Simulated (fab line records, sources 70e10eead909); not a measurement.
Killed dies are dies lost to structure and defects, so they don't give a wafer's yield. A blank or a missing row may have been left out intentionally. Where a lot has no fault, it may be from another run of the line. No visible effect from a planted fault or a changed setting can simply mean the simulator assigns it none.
The tool behind it: which one? | flow nandHarc | 72 wafers from 24 lots sampled at 3 of the route's 1159 steps

WHAT THE GAUGES SHOWED, per wafer
NHARC_A_M0_INSPECT_11. Usual: rawDefectCount 31, standard deviation 11.
lot  | measured     | on               | rawDefectCount | flag
L074 | day 17 07:54 | defectInspect-01 | 21 22 26       | 
L075 | day 17 18:01 | defectInspect-02 | 38 38 40       | 
L076 | day 17 18:27 | defectInspect-02 | 20 17 23       | 
L079 | day 18 02:20 | defectInspect-02 | 30 30 21       | 
L077 | day 18 04:32 | defectInspect-01 | 19 30 28       | 
L078 | day 18 21:33 | defectInspect-01 | 42 41 44       | 
L082 | day 19 01:54 | defectInspect-02 | 18 30 26       | 
L080 | day 19 05:08 | defectInspect-01 | 41 33 41       | 
L081 | day 19 17:37 | defectInspect-02 | 18 33 24       | 
L084 | day 19 18:07 | defectInspect-02 | 42 34 43       | 
L083 | day 19 18:34 | defectInspect-02 | 34 32 38       | 
L087 | day 20 06:20 | defectInspect-01 | 28 35 29       | 
L086 | day 20 07:14 | defectInspect-01 | 25 25 30       | 
L085 | day 21 12:31 | defectInspect-02 | 48 44 51       | 
L088 | day 21 12:58 | defectInspect-01 | 16 21 14       | 
L089 | day 21 13:59 | defectInspect-02 | 58 31 50       | 
L091 | day 21 21:19 | defectInspect-02 | 9 12 15        | 
L090 | day 21 21:52 | defectInspect-02 | 30 27 51       | 
L092 | day 21 22:25 | defectInspect-01 | 37 30 44       | 
L095 | day 22 12:26 | defectInspect-02 | 27 19 24       | 
L094 | day 22 15:44 | defectInspect-01 | 44 43 31       | 
L093 | day 22 23:49 | defectInspect-01 | 41 29 39       | 
L096 | day 23 07:22 | defectInspect-01 | 31 42 42       | 
L097 | day 23 08:01 | defectInspect-01 | 22 28 19       | 

NHARC_A_M0_INSPECT_27. Usual: rawDefectCount 476, standard deviation 130.
lot  | measured     | on               | rawDefectCount | flag
L074 | day 17 10:37 | defectInspect-01 | 780 735 457    | 
L075 | day 17 21:01 | defectInspect-02 | 466 376 266    | 
L076 | day 17 21:42 | defectInspect-01 | 367 446 334    | 
L079 | day 18 05:07 | defectInspect-02 | 287 492 369    | 
L077 | day 18 07:17 | defectInspect-01 | 475 325 366    | 
L078 | day 19 00:07 | defectInspect-02 | 561 569 537    | 
L082 | day 19 04:32 | defectInspect-01 | 797 398 318    | 
L080 | day 19 07:41 | defectInspect-01 | 557 640 496    | 
L081 | day 19 20:09 | defectInspect-01 | 559 375 387    | 
L084 | day 19 20:40 | defectInspect-01 | 572 620 792    | 
L083 | day 19 21:19 | defectInspect-02 | 430 487 545    | 
L087 | day 20 08:55 | defectInspect-02 | 468 246 350    | 
L086 | day 20 09:54 | defectInspect-02 | 594 720 444    | 
L085 | day 21 15:04 | defectInspect-01 | 387 362 464    | 
L088 | day 21 15:40 | defectInspect-01 | 420 463 570    | 
L089 | day 21 16:33 | defectInspect-02 | 376 314 303    | 
L091 | day 21 23:56 | defectInspect-01 | 353 360 631    | 
L090 | day 22 00:24 | defectInspect-02 | 857 444 687    | 
L092 | day 22 00:58 | defectInspect-01 | 420 492 458    | 
L095 | day 22 15:13 | defectInspect-02 | 458 567 962    | 
L094 | day 22 18:50 | defectInspect-02 | 513 428 391    | 
L093 | day 23 02:21 | defectInspect-02 | 321 430 544    | 
L096 | day 23 10:01 | defectInspect-01 | 405 453 353    | 
L097 | day 23 10:37 | defectInspect-02 | 460 592 518    | 

NHARC_A_BONDPAD_THK_MEAS_30: measures by ellipsometry. Usual: thkNm 199.9 nm, standard deviation 1.5.
lot  | measured     | on           | thkNm (nm)        | flag
L074 | day 17 16:16 | filmMetro-02 | 201.8 198.6 200.2 | 
L075 | day 18 02:37 | filmMetro-02 | 199.5 199.8 197.3 | 
L076 | day 18 03:30 | filmMetro-01 | 199.6 202.1 198.1 | 
L079 | day 18 10:38 | filmMetro-02 | 199.0 200.3 200.0 | 
L077 | day 18 12:44 | filmMetro-01 | 199.2 201.6 203.4 | 
L078 | day 19 05:43 | filmMetro-01 | 200.8 202.5 199.1 | 
L082 | day 19 10:08 | filmMetro-02 | 200.5 198.5 201.2 | 
L080 | day 19 13:30 | filmMetro-02 | 199.7 201.6 200.7 | 
L081 | day 20 01:40 | filmMetro-02 | 200.7 200.7 200.5 | 
L084 | day 20 02:23 | filmMetro-01 | 198.4 201.6 202.1 | 
L083 | day 20 04:06 | filmMetro-02 | 199.0 198.0 200.7 | 
L087 | day 20 14:26 | filmMetro-01 | 198.5 201.1 198.7 | 
L086 | day 20 15:19 | filmMetro-01 | 199.9 199.6 197.7 | 
L085 | day 21 20:41 | filmMetro-02 | 198.9 201.2 199.9 | 
L088 | day 21 21:11 | filmMetro-02 | 196.8 200.1 200.5 | 
L089 | day 21 22:05 | filmMetro-01 | 201.7 199.6 197.8 | 
L091 | day 22 05:37 | filmMetro-02 | 199.6 196.4 199.8 | 
L090 | day 22 05:58 | filmMetro-01 | 199.8 198.9 203.7 | 
L092 | day 22 06:51 | filmMetro-01 | 200.9 200.7 200.5 | 
L095 | day 22 21:11 | filmMetro-02 | 199.9 201.3 199.3 | 
L094 | day 23 00:22 | filmMetro-01 | 198.8 200.4 197.7 | 
L093 | day 23 08:07 | filmMetro-02 | 200.7 199.9 196.1 | 
L096 | day 23 15:32 | filmMetro-02 | 202.1 198.2 202.4 | 
L097 | day 23 16:26 | filmMetro-02 | 198.0 198.6 197.1 | 

TOOL THAT RAN EACH LOT (tool first, then ch and the chambers of the sampled wafers, then the start)
The record shows no process step preceding these readings.

WHAT THE TOOLS THEMSELVES READ (means of the sampled wafers that have a number; where no wafer has one, the mark that the record gives instead)
The record holds no such reading with a usual standard deviation.

THE ANSWER, worked out from the rows above alone
Rule: a lot counts as off when the mean over its wafers that have a number is more than 3 standard deviations away from the usual mean. Also off: a lot with no number at a reading for which 4 or more lots have one. All remaining lots with rows at the step are treated as sound. The gauges are gone through in route order, then the tools' own readings, and for those a lot's mean is taken as printed above. The first step at which some lot is off is used, and at that step the reading that is off furthest; a lot without a number counts as furthest.
Nothing can be told from this: no lot is off at any reading shown.

WHAT THE SIMULATOR HAD PUT IN
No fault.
